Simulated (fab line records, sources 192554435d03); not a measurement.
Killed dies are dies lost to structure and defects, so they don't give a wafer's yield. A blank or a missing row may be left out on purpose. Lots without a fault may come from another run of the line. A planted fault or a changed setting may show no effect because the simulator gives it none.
Chamber matching | flow n5_finfet | N5_HKMG_FIN_ALD_74 on ald_hk-01: 4 sister chambers
The step deposits La2O3, target thk 0.5 nm, pulse time 6 s, co reactant pulse time 1 s. 8 wafers are shown with their chamber, then 9 later ones without.

WAFERS WITH THEIR CHAMBER
wafer  | chamber | heater_power_w (W) | precursor_pulse_height_rel
L079.1 | 1       | 349                | 0.979
L085.2 | 2       | 326                | 0.988
L089.1 | 1       | 356                | 0.987
L089.2 | 3       | 364                | 1.013
L089.4 | 0       | 367                | 0.990
L090.1 | 0       | 365                | 1.008
L090.4 | 3       | 350                | 0.990
L090.6 | 2       | 328                | 1.009

WAFERS WITHOUT THEIR CHAMBER
wafer  | heater_power_w (W) | precursor_pulse_height_rel
L092.2 | 342                | 1.015
L092.3 | 359                | 1.012
L092.5 | 362                | 1.027
L093.2 | 332                | 0.981
L093.4 | 354                | 1.004
L093.6 | 351                | 1.054
L096.1 | 349                | 0.997
L096.3 | 347                | 0.981
L096.4 | 337                | 1.011

WHICH CHAMBER EACH WENT THROUGH
wafer  | from the rows above               | in truth
L092.2 | can't be placed: 3 or 2 or 1 or 0 | 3
L092.3 | can't be placed: 3 or 0 or 1      | 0
L092.5 | can't be placed: 3 or 0 or 1      | 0
L093.2 | 2                                 | 2
L093.4 | can't be placed: 3 or 1 or 0      | 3
L093.6 | can't be placed: 3 or 0 or 1 or 2 | 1
L096.1 | can't be placed: 1 or 3 or 0      | 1
L096.3 | can't be placed: 1 or 3           | 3
L096.4 | can't be placed: 2 or 1 or 3      | 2
Placed correctly: 1 of 9. Can't be placed from these rows: 8 (the true chamber is among the candidates in 8). Placed wrongly: 0.
How it was worked out, from the rows above alone: a wafer's distance from a chamber is the root of the sum, over the readings, of the square of ((its reading less the chamber's mean) divided by the reading's scatter). The wafer belongs to the nearest chamber; if the next one is less than 2 further off, it can't be placed. A chamber's mean is the mean of its shown wafers. The scatter: the root of (the sum of the squares of (reading less its chamber's mean) over the shown wafers, divided by (wafers less chambers)).
